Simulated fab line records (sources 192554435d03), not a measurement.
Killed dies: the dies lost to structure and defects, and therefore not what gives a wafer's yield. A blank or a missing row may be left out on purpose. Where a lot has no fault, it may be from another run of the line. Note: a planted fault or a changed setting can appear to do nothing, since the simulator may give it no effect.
Which tool was responsible?	flow n5_finfet	24 wafers from 8 lots sampled at 6 of the route's 1938 steps

## WHAT EACH GAUGE READ, for each wafer
N5_STI_FIN_REVEAL_FIN_H_MEAS_10. Usual: trench_depth_nm 51.7 nm, standard deviation 0.58.
lot	measured	on	trench_depth_nm (nm)	flag
L370	day 2 13:06	ocd-01	50.6 51.0 51.1	
L371	day 2 18:29	ocd-01	51.7 50.7 51.9	
L373	day 3 08:17	ocd-02	51.9 52.0 51.0	
L374	day 3 14:04	ocd-01	51.9 51.8 51.7	
L379	day 4 21:03	ocd-02	50.9 51.6 52.2	
L380	day 5 00:52	ocd-02	50.5 50.8 50.9	
L386	day 6 13:37	ocd-01	52.0 51.5 51.6	
L392	day 8 02:35	ocd-02	51.4 51.4 46.8	OFF

N5_BEOL_M4_RC_MEAS_101. Usual: DIBL_N 36.3 mV/V, standard deviation 1.1; DIBL_P 36.3 mV/V, standard deviation 1.4; IOFF_N 0.155 nA/um, standard deviation 0.019; IOFF_N_85C 3.0 nA/um, standard deviation 0.33; IOFF_N_LIN 0.073 nA/um, standard deviation 0.0076; IOFF_P 0.211 nA/um, standard deviation 0.027; IOFF_P_85C 3.7 nA/um, standard deviation 0.39; ION_N 672 uA/um, standard deviation 8.5; ION_P 462 uA/um, standard deviation 5.8; SS_N 71.5 mV/dec, standard deviation 0.56; SS_P 73.3 mV/dec, standard deviation 0.52; VT_N 249.9 mV, standard deviation 2.5; VT_P -249.8 mV, standard deviation 2.8.
lot	measured	on	DIBL_N (mV/V)	DIBL_P (mV/V)	IOFF_N (nA/um)	IOFF_N_85C (nA/um)	IOFF_N_LIN (nA/um)	IOFF_P (nA/um)	IOFF_P_85C (nA/um)	ION_N (uA/um)	ION_P (uA/um)	SS_N (mV/dec)	SS_P (mV/dec)	VT_N (mV)	VT_P (mV)	flag
L370	day 9 04:07	prober-01	39.0 36.3 36.8	37.5 36.0 35.1	0.173 0.139 0.135	3.3 2.7 2.7	0.078 0.068 0.064	0.234 0.203 0.192	4.0 3.6 3.3	668 675 670	458 463 453	72.5 70.9 72.2	74.6 73.4 73.6	250.1 250.3 253.8	-247.6 -250.4 -255.3	
L371	day 9 18:11	prober-01	37.5 37.8 35.0	38.2 39.5 35.7	0.185 0.200 0.143	3.5 3.7 2.9	0.082 0.088 0.068	0.238 0.248 0.190	4.1 4.2 3.4	676 675 670	460 459 463	71.3 73.1 71.3	74.3 74.2 73.0	247.9 245.3 250.0	-248.6 -248.1 -251.1	
L373	day 10 03:50	prober-01	35.0 35.6 36.1	36.1 37.4 37.8	0.126 0.148 0.149	2.5 2.9 2.9	0.061 0.070 0.068	0.198 0.235 0.227	3.5 4.0 3.9	669 679 668	459 473 458	70.9 71.3 71.5	72.1 73.1 72.3	255.9 248.9 251.6	-249.1 -247.1 -248.8	
L374	day 10 22:22	prober-01	37.2 36.5 35.9	37.1 36.6 35.2	0.172 0.161 0.140	3.3 3.1 2.8	0.080 0.075 0.066	0.244 0.243 0.227	4.1 4.0 3.9	676 672 669	472 467 469	71.9 71.8 71.0	73.9 73.0 72.7	248.4 247.0 252.1	-244.4 -247.3 -248.4	
L379	day 13 23:12	prober-02	35.9 35.7 35.2	36.0 35.8 35.6	0.138 0.138 0.128	2.8 2.8 2.6	0.065 0.066 0.062	0.162 0.165 0.158	3.0 3.0 2.9	662 671 668	451 455 456	71.5 71.1 70.8	73.4 72.9 72.3	250.9 253.8 255.3	-255.3 -253.9 -256.4	
L380	day 14 10:34	prober-02	36.8 37.9 37.7	35.7 37.1 37.4	0.137 0.163 0.156	2.7 3.1 3.0	0.067 0.077 0.074	0.201 0.222 0.216	3.6 3.9 3.8	677 675 672	467 468 461	70.4 71.6 71.7	72.5 73.2 74.0	250.5 249.0 248.3	-250.7 -246.1 -251.8	
L386	day 15 15:35	prober-01	35.4 35.7 34.8	36.2 37.6 35.6	0.143 0.146 0.134	2.8 2.8 2.6	0.068 0.069 0.064	0.196 0.219 0.186	3.4 3.7 3.2	665 669 658	461 463 454	71.9 71.4 72.3	73.2 73.5 73.0	253.8 252.3 252.1	-252.5 -248.9 -251.9	
L392	day 17 17:07	prober-01	35.6 36.3 48.6	35.2 34.7 40.4	0.158 0.159 1.044	3.1 3.1 15.2	0.078 0.076 0.107	0.210 0.200 0.471	3.6 3.4 7.0	682 666 626	464 459 424	72.1 72.0 88.3	73.3 73.4 78.4	248.2 249.2 250.0	-248.4 -250.9 -248.5	OFF

## EACH LOT AND THE TOOL THAT RAN IT (in order: tool; ch and the chambers of the sampled wafers; start)
lot	N5_FIN_CUT_ETCH_20	N5_FIN_CUT_ETCH_21	N5_STI_FIN_REVEAL_ETCHBACK_08	N5_STI_FIN_REVEAL_RECESS_09
L370	rie_diel-01 ch 0,2,3, day 2 03:25	rie_diel-01 ch 0,2,3, day 2 03:28	rie_diel-05 ch 1,2,3, day 2 10:07	vapor_etch-01 ch 0,1, day 2 10:24
L371	rie_diel-01 ch 0,1,2, day 2 08:56	rie_diel-01 ch 0,1,2, day 2 08:58	rie_diel-05 ch 1,2,3, day 2 15:32	vapor_etch-01 ch 0,1, day 2 15:47
L373	rie_diel-06 ch 0,1, day 2 22:47	rie_diel-06 ch 0,1, day 2 22:49	rie_diel-02 ch 1,2,3, day 3 05:19	vapor_etch-01 ch 0,1, day 3 05:35
L374	rie_diel-06 ch 1,2,3, day 3 03:31	rie_diel-06 ch 1,2,3, day 3 03:34	rie_diel-05 ch 1,2, day 3 11:07	vapor_etch-02 ch 0,1, day 3 11:53
L379	rie_diel-01 ch 0,1,2, day 4 11:14	rie_diel-01 ch 0,1,2, day 4 11:16	rie_diel-05 ch 0,1,2, day 4 18:06	vapor_etch-02 ch 0,1, day 4 18:21
L380	rie_diel-01 ch 0,1,2, day 4 15:25	rie_diel-01 ch 0,1,2, day 4 15:35	rie_diel-02 ch 0,1,2, day 4 21:55	vapor_etch-01 ch 0,1, day 4 22:41
L386	rie_diel-03 ch 1,2, day 6 03:07	rie_diel-03 ch 1,2, day 6 03:09	rie_diel-02 ch 0,2,3, day 6 10:40	vapor_etch-01 ch 0,1, day 6 11:26
L392	rie_diel-06 ch 0,1,3, day 7 15:35	rie_diel-06 ch 0,1,3, day 7 15:38	rie_diel-02 ch 1,2,3, day 7 23:35	vapor_etch-01 ch 0,1, day 8 00:23
- N5_FIN_CUT_ETCH_20: etches SiARC in CF4, target depth 26 nm, time 43.3 s.
- N5_FIN_CUT_ETCH_21: etches SOC in N2/H2, target depth 219 nm, overetch 43.8 nm, time 523.5 s.
- N5_STI_FIN_REVEAL_ETCHBACK_08: etches SiO2 in C4F6/O2, target depth 30.5 nm, time 10.167 s.
- N5_STI_FIN_REVEAL_RECESS_09: chemistry HF/NH3, target SiO2, afs cycles 11, target depth 42.5 nm, sublimation time 60 s.

## AS READ BY THE TOOLS THEMSELVES (means over the sampled wafers that have a number; for cases with no such wafer, the mark the record gives instead)
N5_FIN_CUT_ETCH_20. Usual: chamber_pressure_mTorr 40.00 mTorr, standard deviation 0.033; drypump_motor_current_A 5.8 A, standard deviation 0.36; etch_rf_on_time_s 43.3 s, standard deviation 0.62; oes_product_au 0.69 a.u., standard deviation 0.078; rf_vpp_V 184.0 V, standard deviation 1.1; showerhead_plenum_p_Torr 2.14 Torr, standard deviation 0.062; throttle_valve_pct 15.61 %, standard deviation 0.21.
lot	tool	chamber_pressure_mTorr (mTorr)	drypump_motor_current_A (A)	etch_rf_on_time_s (s)	oes_product_au (a.u.)	rf_vpp_V (V)	showerhead_plenum_p_Torr (Torr)	throttle_valve_pct (%)	flag
L370	rie_diel-01	40.02	5.7	43.2	0.66	184.1	2.17	15.80	
L371	rie_diel-01	39.98	5.6	44.0	0.67	183.7	2.12	15.81	
L373	rie_diel-06	40.01	6.3	43.7	0.61	184.7	2.16	15.85	
L374	rie_diel-06	40.05	5.9	43.4	0.64	183.8	2.11	15.64	
L379	rie_diel-01	39.98	5.6	44.1	0.65	183.9	2.11	15.84	
L380	rie_diel-01	39.99	5.6	43.9	0.65	183.4	2.11	15.85	
L386	rie_diel-03	39.96	5.4	43.2	0.66	184.4	2.20	15.48	
L392	rie_diel-06	40.01	6.2	43.2	0.70	183.8	2.12	15.54	

N5_FIN_CUT_ETCH_21. Usual: chamber_pressure_mTorr 30.000 mTorr, standard deviation 0.024; drypump_motor_current_A 5.8 A, standard deviation 0.36; oes_product_au 0.74 a.u., standard deviation 0.08; rf_vpp_V 240.6 V, standard deviation 1.3; showerhead_plenum_p_Torr 2.54 Torr, standard deviation 0.078; throttle_valve_pct 17.82 %, standard deviation 0.21.
lot	tool	chamber_pressure_mTorr (mTorr)	drypump_motor_current_A (A)	oes_product_au (a.u.)	rf_vpp_V (V)	showerhead_plenum_p_Torr (Torr)	throttle_valve_pct (%)	flag
L370	rie_diel-01	29.999	5.7	0.71	240.7	2.58	18.00	
L371	rie_diel-01	29.999	5.6	0.72	240.8	2.52	18.05	
L373	rie_diel-06	30.022	6.4	0.67	241.3	2.56	18.02	
L374	rie_diel-06	29.988	5.9	0.69	240.1	2.50	17.79	
L379	rie_diel-01	30.005	5.6	0.71	238.7	2.51	18.07	
L380	rie_diel-01	30.009	5.6	0.71	238.9	2.51	18.08	
L386	rie_diel-03	29.994	5.4	0.70	240.7	2.62	17.71	
L392	rie_diel-06	30.024	6.2	0.75	240.5	2.52	17.75	

N5_STI_FIN_REVEAL_ETCHBACK_08. Usual: C4F6_flow_sccm 9.998 sccm, standard deviation 0.027; chamber_pressure_mTorr 29.998 mTorr, standard deviation 0.027; drypump_motor_current_A 5.7 A, standard deviation 0.36; oes_o_777_au 0.76 a.u., standard deviation 0.055; oes_product_au 0.75 a.u., standard deviation 0.059; rf_vpp_V 666 V, standard deviation 7.2; showerhead_plenum_p_Torr 2.86 Torr, standard deviation 0.11; throttle_valve_pct 21.25 %, standard deviation 0.13.
lot	tool	C4F6_flow_sccm (sccm)	chamber_pressure_mTorr (mTorr)	drypump_motor_current_A (A)	oes_o_777_au (a.u.)	oes_product_au (a.u.)	rf_vpp_V (V)	showerhead_plenum_p_Torr (Torr)	throttle_valve_pct (%)	flag
L370	rie_diel-05	10.007	29.998	5.9	0.74	0.72	659	2.88	21.30	
L371	rie_diel-05	9.993	29.998	5.9	0.73	0.72	660	2.88	21.31	
L373	rie_diel-02	9.996	29.981	5.7	0.81	0.81	667	2.91	21.18	
L374	rie_diel-05	10.013	29.992	5.7	0.73	0.72	658	2.87	21.40	
L379	rie_diel-05	9.994	29.982	5.8	0.71	0.70	665	2.85	21.40	
L380	rie_diel-02	9.983	29.987	5.7	0.79	0.78	670	2.90	21.12	
L386	rie_diel-02	10.011	30.006	5.6	0.78	0.78	668	2.82	21.20	
L392	rie_diel-02	10.024	29.981	5.7	0.78	0.77	668	2.89	21.22	

N5_STI_FIN_REVEAL_RECESS_09. Usual: drypump_motor_current_A 5.2 A, standard deviation 0.43.
lot	tool	drypump_motor_current_A (A)	flag
L370	vapor_etch-01	5.4	
L371	vapor_etch-01	5.1	
L373	vapor_etch-01	5.1	
L374	vapor_etch-02	5.2	
L379	vapor_etch-02	5.2	
L380	vapor_etch-01	5.1	
L386	vapor_etch-01	5.1	
L392	vapor_etch-01	5.1	

## THE ANSWER, worked out from the rows above alone
Rule: a lot counts as off when the mean over its wafers that have a number is more than 3 standard deviations away from the usual mean. A lot without any number at a reading at which 4 lots or more have one is off too. Any other lot the step has rows for is counted as sound. Order of review: gauges by route order, followed by the tools' own readings, for which a lot's mean as printed above is used. At the first step where some lot is off, the reading lying furthest off is the one used; lots without a number count as furthest.
Off: L392, at N5_STI_FIN_REVEAL_FIN_H_MEAS_10 (trench_depth_nm).
If a tool, at a process step before that reading, ran all the lots that are off and no sound lot after the first of them, it fits. The gauges at N5_STI_FIN_REVEAL_FIN_H_MEAS_10 aren't tried: what is off there is off at N5_BEOL_M4_RC_MEAS_101 too, on other tools, and a gauge's error can't cause that. Can't be told from this: 3 tools fit, rie_diel-06 at N5_FIN_CUT_ETCH_20 and N5_FIN_CUT_ETCH_21, rie_diel-02 at N5_STI_FIN_REVEAL_ETCHBACK_08, vapor_etch-01 at N5_STI_FIN_REVEAL_RECESS_09.

## WHAT THE SIMULATOR HAD PUT IN
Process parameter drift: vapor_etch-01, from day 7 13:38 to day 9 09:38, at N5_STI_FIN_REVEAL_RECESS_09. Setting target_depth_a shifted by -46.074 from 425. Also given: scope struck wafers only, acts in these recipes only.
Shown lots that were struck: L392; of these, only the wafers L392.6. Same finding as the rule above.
